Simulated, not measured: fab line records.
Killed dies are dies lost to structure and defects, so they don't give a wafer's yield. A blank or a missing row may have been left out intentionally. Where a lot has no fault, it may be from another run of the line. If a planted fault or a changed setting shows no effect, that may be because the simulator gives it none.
Chamber matching | flow n5-finfet | N5_BEOL_M14_ETCH_68 on rie-diel-06 has 4 sister chambers
The step etches SOC in N2/H2, time 450 s. 8 wafers are shown with their chamber, then 7 later ones without.

## WAFERS PAIRED WITH THEIR CHAMBERS
wafer  | chamber | drypump-motor-current-A (A) | throttle-valve-pct (%)
L087.2 | 2       | 5.6                         | 17.45
L087.5 | 0       | 5.2                         | 17.03
L090.6 | 2       | 5.6                         | 17.47
L091.2 | 3       | 4.9                         | 17.37
L091.4 | 1       | 5.5                         | 17.87
L091.6 | 0       | 5.2                         | 17.04
L094.1 | 3       | 5.0                         | 17.37
L094.2 | 1       | 5.6                         | 17.87

## WAFERS MISSING THEIR CHAMBER
wafer  | drypump-motor-current-A (A) | throttle-valve-pct (%)
L094.6 | 5.6                         | 17.49
L095.2 | 5.6                         | 17.90
L095.3 | 5.6                         | 17.48
L095.6 | 5.6                         | 17.48
L097.1 | 5.2                         | 17.06
L097.2 | 5.7                         | 17.50
L097.4 | 5.6                         | 17.89

## WHICH CHAMBER EACH ONE RAN IN
wafer  | from the rows above | in truth
L094.6 | 2                   | 2
L095.2 | 1                   | 1
L095.3 | 2                   | 2
L095.6 | 2                   | 2
L097.1 | 0                   | 0
L097.2 | 2                   | 2
L097.4 | 1                   | 1
7 of 7 placed correctly. Not placeable from these rows: 0. 0 placed wrongly.
How it was worked out, from the rows above alone: a wafer's distance from a chamber is the root of the sum, over the readings, of the square of ((its reading less the chamber's mean) divided by the reading's scatter). The wafer belongs to the nearest chamber; if the next one is less than 2 further off, it can't be placed. For every chamber, the mean is computed from those of its wafers that are shown. The scatter is the square root of a quotient: the sum, over the shown wafers, of each reading's squared deviation from its chamber's mean, divided by wafers minus chambers.
